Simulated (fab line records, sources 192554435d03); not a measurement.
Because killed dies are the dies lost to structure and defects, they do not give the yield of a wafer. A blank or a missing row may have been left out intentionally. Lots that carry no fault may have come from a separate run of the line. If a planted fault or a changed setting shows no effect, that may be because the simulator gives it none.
Which tool did it? | flow n5 finfet | Sampling: 24 lots, 72 wafers, 6 of 1938 route steps

## WHAT THE GAUGES READ, wafer by wafer
Not one reading of a measure or inspect step in the record can be checked against a usual standard deviation.

## WHAT TOOL EACH LOT RAN ON (gives the tool, then ch and the chambers of the sampled wafers, and finally the start)
lot  | N5_BEOL_M2_PRE_CLEAN_45      | N5_BEOL_M2_SPUTTER_79        | N5_BEOL_M2_ANNEAL_89         | N5_BEOL_M2_DEP_57               | N5_BEOL_M3_ETCH_74                 | N5_BEOL_M3_STRIP_66
L076 | pvd sputter-03, day 7 14:14  | pvd sputter-01, day 7 15:10  | pvd sputter-01, day 7 16:00  | pecvd-04 ch 1,2, day 7 17:52    | rie diel-02 ch 0,1, day 7 19:28    | rie diel-02 ch 0,1, day 7 19:38
L075 | pvd sputter-02, day 7 20:23  | pvd sputter-02, day 7 21:29  | pvd sputter-02, day 7 22:14  | pecvd-04 ch 0,2, day 8 00:01    | rie diel-02 ch 0,1,3, day 8 00:53  | rie diel-02 ch 0,1,3, day 8 01:04
L077 | pvd sputter-02, day 7 20:33  | pvd sputter-01, day 7 21:41  | pvd sputter-01, day 7 22:25  | pecvd-01 ch 0,2, day 8 00:12    | rie diel-06 ch 1,2, day 8 01:40    | rie diel-06 ch 1,2, day 8 01:50
L078 | pvd sputter-03, day 8 08:32  | pvd sputter-03, day 8 09:30  | pvd sputter-03, day 8 10:14  | pecvd-04 ch 1,2, day 8 12:05    | rie diel-04 ch 0,1, day 8 13:19    | rie diel-04 ch 0,1, day 8 13:29
L079 | pvd sputter-02, day 8 13:09  | pvd sputter-03, day 8 14:03  | pvd sputter-03, day 8 14:47  | pecvd-03 ch 0,1,2, day 8 16:35  | rie diel-02 ch 2,3, day 8 18:55    | rie diel-02 ch 2,3, day 8 19:05
L074 | pvd sputter-01, day 8 13:22  | pvd sputter-02, day 8 14:08  | pvd sputter-02, day 8 14:53  | pecvd-04 ch 1,2, day 8 16:41    | rie diel-04 ch 1,3, day 8 18:56    | rie diel-04 ch 1,3, day 8 19:07
L080 | pvd sputter-03, day 8 18:50  | pvd sputter-01, day 8 19:38  | pvd sputter-01, day 8 20:22  | pecvd-03 ch 1,2, day 8 22:10    | rie diel-02 ch 0,3, day 8 23:07    | rie diel-02 ch 0,3, day 8 23:17
L081 | pvd sputter-03, day 8 19:28  | pvd sputter-01, day 8 21:28  | pvd sputter-01, day 8 22:13  | pecvd-03 ch 0,1,2, day 9 00:00  | rie diel-02 ch 0,1, day 9 01:21    | rie diel-02 ch 0,1, day 9 01:31
L082 | pvd sputter-03, day 9 00:52  | pvd sputter-03, day 9 01:40  | pvd sputter-03, day 9 02:24  | pecvd-01 ch 1,2, day 9 04:11    | rie diel-06 ch 0,3, day 9 05:53    | rie diel-06 ch 0,3, day 9 06:03
L083 | pvd sputter-02, day 9 01:07  | pvd sputter-02, day 9 02:17  | pvd sputter-02, day 9 03:02  | pecvd-04 ch 0,1,2, day 9 04:52  | rie diel-02 ch 0,1,3, day 9 06:03  | rie diel-02 ch 0,1,3, day 9 06:13
L084 | pvd sputter-02, day 9 06:18  | pvd sputter-01, day 9 08:52  | pvd sputter-01, day 9 09:37  | pecvd-04 ch 0,1, day 9 12:37    | rie diel-02 ch 0,1,3, day 9 15:30  | rie diel-02 ch 0,1,3, day 9 15:40
L085 | pvd sputter-01, day 9 12:31  | pvd sputter-02, day 9 14:47  | pvd sputter-02, day 9 15:32  | pecvd-03 ch 0,1, day 9 17:20    | rie diel-06 ch 0,1,2, day 9 19:32  | rie diel-06 ch 0,1,2, day 9 19:42
L086 | pvd sputter-01, day 10 04:00 | pvd sputter-03, day 10 05:08 | pvd sputter-03, day 10 05:52 | pecvd-01 ch 0,1, day 10 07:40   | rie diel-06 ch 0,1,2, day 10 08:53 | rie diel-06 ch 0,1,2, day 10 09:04
L087 | pvd sputter-02, day 10 15:58 | pvd sputter-01, day 10 18:28 | pvd sputter-01, day 10 19:13 | pecvd-03 ch 0,1,2, day 11 20:23 | rie diel-02 ch 0,1,3, day 11 22:06 | rie diel-02 ch 0,1,3, day 11 22:16
L088 | pvd sputter-03, day 10 19:53 | pvd sputter-03, day 10 21:09 | pvd sputter-03, day 10 21:53 | pecvd-03 ch 0,1,2, day 10 23:41 | rie diel-06 ch 1,2, day 11 02:41   | rie diel-06 ch 1,2, day 11 02:52
L090 | pvd sputter-02, day 11 01:10 | pvd sputter-03, day 11 02:03 | pvd sputter-03, day 11 02:47 | pecvd-01 ch 1,2, day 11 04:35   | rie diel-04 ch 2,3, day 11 05:46   | rie diel-04 ch 2,3, day 11 05:56
L089 | pvd sputter-03, day 11 01:43 | pvd sputter-02, day 11 02:52 | pvd sputter-02, day 11 03:37 | pecvd-01 ch 0,2, day 11 06:01   | rie diel-04 ch 2,3, day 11 06:54   | rie diel-04 ch 2,3, day 11 07:04
L092 | pvd sputter-02, day 11 18:08 | pvd sputter-03, day 11 19:01 | pvd sputter-03, day 11 19:45 | pecvd-03 ch 0,2, day 11 21:32   | rie diel-02 ch 0,2, day 12 00:10   | rie diel-02 ch 0,2, day 12 00:20
L091 | pvd sputter-03, day 11 18:42 | pvd sputter-01, day 11 20:23 | pvd sputter-01, day 11 21:08 | pecvd-01 ch 0,1,2, day 11 22:55 | rie diel-06 ch 1,2, day 12 00:42   | rie diel-06 ch 1,2, day 12 00:52
L093 | pvd sputter-03, day 12 07:37 | pvd sputter-01, day 12 08:35 | pvd sputter-01, day 12 09:20 | pecvd-03 ch 1,2, day 12 11:10   | rie diel-06 ch 0,2,3, day 12 13:14 | rie diel-06 ch 0,2,3, day 12 13:25
L094 | pvd sputter-01, day 12 13:43 | pvd sputter-03, day 12 14:40 | pvd sputter-03, day 12 15:24 | pecvd-04 ch 0,1,2, day 12 17:27 | rie diel-06 ch 1,2, day 12 18:30   | rie diel-06 ch 1,2, day 12 18:40
L095 | pvd sputter-02, day 12 13:51 | pvd sputter-03, day 12 16:30 | pvd sputter-03, day 12 17:14 | pecvd-03 ch 0,1,2, day 12 19:01 | rie diel-04 ch 0,1,3, day 12 21:48 | rie diel-04 ch 0,1,3, day 12 21:58
L096 | pvd sputter-01, day 12 18:32 | pvd sputter-01, day 12 19:28 | pvd sputter-01, day 12 20:12 | pecvd-01 ch 1,2, day 12 22:05   | rie diel-04 ch 1,2,3, day 12 22:58 | rie diel-04 ch 1,2,3, day 12 23:08
L097 | pvd sputter-03, day 12 22:01 | pvd sputter-03, day 12 22:49 | pvd sputter-03, day 12 23:33 | pecvd-01 ch 0,2, day 13 01:20   | rie diel-06 ch 0,1,3, day 13 02:38 | rie diel-06 ch 0,1,3, day 13 02:49
- N5_BEOL_M2_PRE_CLEAN_45: time 30 s.
- N5_BEOL_M2_SPUTTER_79: material Cu, target thk 4.5 nm, time 8.29 s.
- N5_BEOL_M2_ANNEAL_89: time 240 s.
- N5_BEOL_M2_DEP_57: deposits SiCN from 3MS/NH3, target thk 8 nm, time 14 s.
- N5_BEOL_M3_ETCH_74: etches underlayer in N2/H2, target depth 6.5 nm, time 5.2 s.
- N5_BEOL_M3_STRIP_66: strips in CF4.

## WHAT THE TOOLS THEMSELVES READ (means of the sampled wafers that have a number; where no wafer has one, the mark that the record gives instead)
N5_BEOL_M2_PRE_CLEAN_45. Usual: heater power w 319 W, standard deviation 32; susceptor temp C 249.99 C, standard deviation 0.17.
lot  | tool           | heater power w (W) | susceptor temp C (C) | flag
L076 | pvd sputter-03 | 309                | 250.02               |
L075 | pvd sputter-02 | 321                | 249.97               |
L077 | pvd sputter-02 | 317                | 249.93               |
L078 | pvd sputter-03 | 294                | 249.94               |
L079 | pvd sputter-02 | 347                | 249.88               |
L074 | pvd sputter-01 | 317                | 249.97               |
L080 | pvd sputter-03 | 306                | 250.03               |
L081 | pvd sputter-03 | 312                | 249.99               |
L082 | pvd sputter-03 | 297                | 249.92               |
L083 | pvd sputter-02 | 322                | 249.96               |
L084 | pvd sputter-02 | 328                | 250.09               |
L085 | pvd sputter-01 | 323                | 250.08               |
L086 | pvd sputter-01 | 324                | 250.04               |
L087 | pvd sputter-02 | 321                | 250.17               |
L088 | pvd sputter-03 | 295                | 250.05               |
L090 | pvd sputter-02 | 348                | 250.15               |
L089 | pvd sputter-03 | 294                | 249.97               |
L092 | pvd sputter-02 | 352                | 250.18               |
L091 | pvd sputter-03 | 313                | 249.86               |
L093 | pvd sputter-03 | 302                | 250.08               |
L094 | pvd sputter-01 | 321                | 249.84               |
L095 | pvd sputter-02 | 346                | 250.15               |
L096 | pvd sputter-01 | 323                | 250.04               |
L097 | pvd sputter-03 | 314                | 249.91               |

N5_BEOL_M2_SPUTTER_79. Usual: susceptor temp C -20.00 C, standard deviation 0.099; throttle valve pct 29.9 %, standard deviation 0.96.
lot  | tool           | susceptor temp C (C) | throttle valve pct (%) | flag
L076 | pvd sputter-01 | -20.11               | 31.1                   |
L075 | pvd sputter-02 | -19.93               | 28.6                   |
L077 | pvd sputter-01 | -19.90               | 30.3                   |
L078 | pvd sputter-03 | -19.95               | 30.0                   |
L079 | pvd sputter-03 | -20.03               | 29.9                   |
L074 | pvd sputter-02 | -20.00               | 28.7                   |
L080 | pvd sputter-01 | -20.10               | 30.0                   |
L081 | pvd sputter-01 | -19.97               | 30.6                   |
L082 | pvd sputter-03 | -20.03               | 29.7                   |
L083 | pvd sputter-02 | -19.99               | 29.2                   |
L084 | pvd sputter-01 | -20.00               | 30.6                   |
L085 | pvd sputter-02 | -19.97               | 28.5                   |
L086 | pvd sputter-03 | -20.00               | 30.0                   |
L087 | pvd sputter-01 | -19.95               | 31.3                   |
L088 | pvd sputter-03 | -20.12               | 29.5                   |
L090 | pvd sputter-03 | -20.04               | 29.9                   |
L089 | pvd sputter-02 | -19.93               | 29.0                   |
L092 | pvd sputter-03 | -20.03               | 29.8                   |
L091 | pvd sputter-01 | -20.00               | 30.6                   |
L093 | pvd sputter-01 | -20.00               | 30.5                   |
L094 | pvd sputter-03 | -19.99               | 30.1                   |
L095 | pvd sputter-03 | -20.06               | 29.5                   |
L096 | pvd sputter-01 | -19.99               | 30.2                   |
L097 | pvd sputter-03 | -19.94               | 30.0                   |

N5_BEOL_M2_ANNEAL_89. Usual: heater power w 792 W, standard deviation 62; susceptor temp C 400.00 C, standard deviation 0.2.
lot  | tool           | heater power w (W) | susceptor temp C (C) | flag
L076 | pvd sputter-01 | 815                | 400.09               |
L075 | pvd sputter-02 | 878                | 399.97               |
L077 | pvd sputter-01 | 821                | 399.87               |
L078 | pvd sputter-03 | 740                | 400.16               |
L079 | pvd sputter-03 | 747                | 399.95               |
L074 | pvd sputter-02 | 869                | 399.92               |
L080 | pvd sputter-01 | 795                | 399.66               |
L081 | pvd sputter-01 | 797                | 399.89               |
L082 | pvd sputter-03 | 728                | 400.05               |
L083 | pvd sputter-02 | 802                | 400.12               |
L084 | pvd sputter-01 | 810                | 400.03               |
L085 | pvd sputter-02 | 860                | 399.98               |
L086 | pvd sputter-03 | 775                | 400.09               |
L087 | pvd sputter-01 | 816                | 399.96               |
L088 | pvd sputter-03 | 772                | 399.86               |
L090 | pvd sputter-03 | 753                | 400.12               |
L089 | pvd sputter-02 | 799                | 399.99               |
L092 | pvd sputter-03 | 759                | 399.96               |
L091 | pvd sputter-01 | 783                | 399.92               |
L093 | pvd sputter-01 | 808                | 400.04               |
L094 | pvd sputter-03 | 742                | 400.00               |
L095 | pvd sputter-03 | 782                | 400.01               |
L096 | pvd sputter-01 | 804                | 400.13               |
L097 | pvd sputter-03 | 764                | 400.17               |

N5_BEOL_M2_DEP_57. Usual: showerhead plenum p Torr 3.667 Torr, standard deviation 0.013; throttle valve pct 9.2 %, standard deviation 0.57.
lot  | tool     | showerhead plenum p Torr (Torr) | throttle valve pct (%) | flag
L076 | pecvd-04 | 3.686                           | 10.2                   |
L075 | pecvd-04 | 3.667                           | 9.1                    |
L077 | pecvd-01 | 3.677                           | 9.2                    |
L078 | pecvd-04 | 3.683                           | 10.0                   |
L079 | pecvd-03 | 3.668                           | 8.9                    |
L074 | pecvd-04 | 3.678                           | 10.3                   |
L080 | pecvd-03 | 3.666                           | 8.9                    |
L081 | pecvd-03 | 3.664                           | 8.8                    |
L082 | pecvd-01 | 3.655                           | 9.2                    |
L083 | pecvd-04 | 3.674                           | 9.6                    |
L084 | pecvd-04 | 3.683                           | 10.1                   |
L085 | pecvd-03 | 3.661                           | 8.8                    |
L086 | pecvd-01 | 3.660                           | 9.2                    |
L087 | pecvd-03 | 3.662                           | 8.7                    |
L088 | pecvd-03 | 3.671                           | 8.8                    |
L090 | pecvd-01 | 3.654                           | 9.1                    |
L089 | pecvd-01 | 3.668                           | 9.3                    |
L092 | pecvd-03 | 3.662                           | 8.6                    |
L091 | pecvd-01 | 3.667                           | 9.3                    |
L093 | pecvd-03 | 3.677                           | 8.5                    |
L094 | pecvd-04 | 3.668                           | 9.6                    |
L095 | pecvd-03 | 3.663                           | 8.7                    |
L096 | pecvd-01 | 3.656                           | 9.2                    |
L097 | pecvd-01 | 3.669                           | 9.4                    |

N5_BEOL_M3_ETCH_74. Usual: chamber pressure mTorr is 30.00 mTorr with standard deviation 0.045, drypump motor current A is 5.9 A with standard deviation 0.34, etch rf on time s is 5.25 s with standard deviation 0.16, oes product au is 0.69 a.u. with standard deviation 0.083, rf vpp V is 524.6 V with standard deviation 2.7, showerhead plenum p Torr is 2.56 Torr with standard deviation 0.095, and throttle valve pct is 17.88 % with standard deviation 0.26.
lot  | tool        | chamber pressure mTorr (mTorr) | drypump motor current A (A) | etch rf on time s (s) | oes product au (a.u.) | rf vpp V (V) | showerhead plenum p Torr (Torr) | throttle valve pct (%) | flag
L076 | rie diel-02 | 29.96                          | 6.1                         | 5.27                  | 0.63                  | 523.0        | 2.49                            | 18.11                  |
L075 | rie diel-02 | 29.99                          | 6.1                         | 5.27                  | 0.67                  | 523.0        | 2.51                            | 17.97                  |
L077 | rie diel-06 | 30.00                          | 5.9                         | 5.33                  | 0.62                  | 525.5        | 2.57                            | 17.78                  |
L078 | rie diel-04 | 29.98                          | 6.0                         | 5.31                  | 0.57                  | 522.5        | 2.48                            | 18.20                  |
L079 | rie diel-02 | 30.03                          | 5.5                         | 5.36                  | 0.76                  | 525.8        | 2.60                            | 17.80                  |
L074 | rie diel-04 | 30.02                          | 5.7                         | 5.29                  | 0.61                  | 523.3        | 2.54                            | 18.02                  |
L080 | rie diel-02 | 29.99                          | 6.3                         | 5.22                  | 0.65                  | 522.3        | 2.47                            | 17.94                  |
L081 | rie diel-02 | 30.02                          | 6.3                         | 5.36                  | 0.60                  | 521.3        | 2.45                            | 18.08                  |
L082 | rie diel-06 | 29.97                          | 5.9                         | 5.14                  | 0.74                  | 522.6        | 2.51                            | 17.99                  |
L083 | rie diel-02 | 30.01                          | 6.1                         | 5.31                  | 0.66                  | 522.5        | 2.51                            | 17.99                  |
L084 | rie diel-02 | 30.02                          | 6.1                         | 5.28                  | 0.66                  | 523.5        | 2.51                            | 18.00                  |
L085 | rie diel-06 | 29.97                          | 5.9                         | 5.22                  | 0.74                  | 528.4        | 2.65                            | 17.58                  |
L086 | rie diel-06 | 30.00                          | 5.9                         | 5.27                  | 0.73                  | 527.0        | 2.64                            | 17.60                  |
L087 | rie diel-02 | 29.99                          | 6.1                         | 5.38                  | 0.64                  | 524.3        | 2.50                            | 18.02                  |
L088 | rie diel-06 | 30.02                          | 6.0                         | 5.34                  | 0.74                  | 528.1        | 2.68                            | 17.69                  |
L090 | rie diel-04 | 30.01                          | 5.4                         | 5.13                  | 0.67                  | 526.2        | 2.64                            | 17.87                  |
L089 | rie diel-04 | 29.99                          | 5.4                         | 4.98                  | 0.69                  | 524.8        | 2.61                            | 17.78                  |
L092 | rie diel-02 | 30.02                          | 5.6                         | 5.41                  | 0.68                  | 522.7        | 2.52                            | 17.93                  |
L091 | rie diel-06 | 30.03                          | 5.9                         | 5.36                  | 0.68                  | 527.3        | 2.67                            | 17.69                  |
L093 | rie diel-06 | 30.00                          | 5.9                         | 5.28                  | 0.67                  | 524.2        | 2.56                            | 17.81                  |
L094 | rie diel-06 | 29.96                          | 6.0                         | 5.38                  | 0.67                  | 527.8        | 2.67                            | 17.69                  |
L095 | rie diel-04 | 30.02                          | 5.8                         | 4.98                  | 0.78                  | 524.6        | 2.60                            | 17.76                  |
L096 | rie diel-04 | 29.99                          | 5.5                         | 5.04                  | 0.72                  | 524.6        | 2.58                            | 17.81                  |
L097 | rie diel-06 | 30.00                          | 5.9                         | 5.14                  | 0.74                  | 525.6        | 2.58                            | 17.84                  |

N5_BEOL_M3_STRIP_66. Usual: chamber pressure mTorr 50.01 mTorr, standard deviation 0.042; drypump motor current A 5.9 A, standard deviation 0.34; oes product au 0.80 a.u., standard deviation 0.09; rf vpp V 271.4 V, standard deviation 1.7; showerhead plenum p Torr 1.81 Torr, standard deviation 0.065; throttle valve pct 13.55 %, standard deviation 0.23.
lot  | tool        | chamber pressure mTorr (mTorr) | drypump motor current A (A) | oes product au (a.u.) | rf vpp V (V) | showerhead plenum p Torr (Torr) | throttle valve pct (%) | flag
L076 | rie diel-02 | 50.04                          | 6.1                         | 0.73                  | 270.4        | 1.76                            | 13.76                  |
L075 | rie diel-02 | 49.97                          | 6.1                         | 0.79                  | 270.4        | 1.78                            | 13.64                  |
L077 | rie diel-06 | 50.03                          | 5.9                         | 0.73                  | 272.9        | 1.82                            | 13.51                  |
L078 | rie diel-04 | 50.01                          | 6.0                         | 0.68                  | 270.5        | 1.74                            | 13.89                  |
L079 | rie diel-02 | 50.04                          | 5.4                         | 0.90                  | 271.9        | 1.82                            | 13.41                  |
L074 | rie diel-04 | 50.01                          | 5.7                         | 0.72                  | 270.5        | 1.79                            | 13.65                  |
L080 | rie diel-02 | 50.00                          | 6.3                         | 0.76                  | 270.5        | 1.75                            | 13.68                  |
L081 | rie diel-02 | 49.96                          | 6.3                         | 0.71                  | 269.8        | 1.74                            | 13.78                  |
L082 | rie diel-06 | 49.98                          | 5.8                         | 0.84                  | 270.4        | 1.77                            | 13.54                  |
L083 | rie diel-02 | 50.04                          | 6.1                         | 0.78                  | 270.6        | 1.77                            | 13.67                  |
L084 | rie diel-02 | 50.03                          | 6.1                         | 0.77                  | 271.2        | 1.77                            | 13.68                  |
L085 | rie diel-06 | 50.03                          | 5.9                         | 0.85                  | 272.2        | 1.87                            | 13.31                  |
L086 | rie diel-06 | 50.02                          | 5.9                         | 0.85                  | 272.5        | 1.87                            | 13.33                  |
L087 | rie diel-02 | 50.00                          | 6.1                         | 0.76                  | 271.3        | 1.77                            | 13.72                  |
L088 | rie diel-06 | 49.97                          | 5.9                         | 0.87                  | 273.2        | 1.89                            | 13.37                  |
L090 | rie diel-04 | 50.04                          | 5.4                         | 0.77                  | 272.6        | 1.87                            | 13.60                  |
L089 | rie diel-04 | 50.02                          | 5.4                         | 0.78                  | 272.0        | 1.84                            | 13.45                  |
L092 | rie diel-02 | 50.02                          | 5.7                         | 0.81                  | 270.9        | 1.78                            | 13.58                  |
L091 | rie diel-06 | 49.99                          | 5.9                         | 0.80                  | 273.4        | 1.88                            | 13.40                  |
L093 | rie diel-06 | 49.99                          | 5.9                         | 0.78                  | 271.7        | 1.80                            | 13.46                  |
L094 | rie diel-06 | 50.03                          | 5.9                         | 0.79                  | 273.1        | 1.88                            | 13.40                  |
L095 | rie diel-04 | 49.97                          | 5.8                         | 0.89                  | 271.3        | 1.82                            | 13.34                  |
L096 | rie diel-04 | 49.98                          | 5.5                         | 0.83                  | 271.0        | 1.82                            | 13.47                  |
L097 | rie diel-06 | 50.03                          | 5.8                         | 0.85                  | 271.9        | 1.82                            | 13.48                  |

## THE ANSWER, worked out from the rows above alone
Rule: a lot counts as off when the mean over its wafers that have a number is more than 3 standard deviations away from the usual mean. Also off: a lot with no number at a reading for which 4 or more lots have one. Any other lot the step has rows for is counted as sound. Order of review: gauges by route order, followed by the tools' own readings, for which a lot's mean as printed above is used. At the first step where some lot is off, the reading lying furthest off is the one used; lots without a number count as furthest.
No lot is off on any of the readings shown, so nothing can be concluded from this.

## WHAT WAS PUT IN BY THE SIMULATOR
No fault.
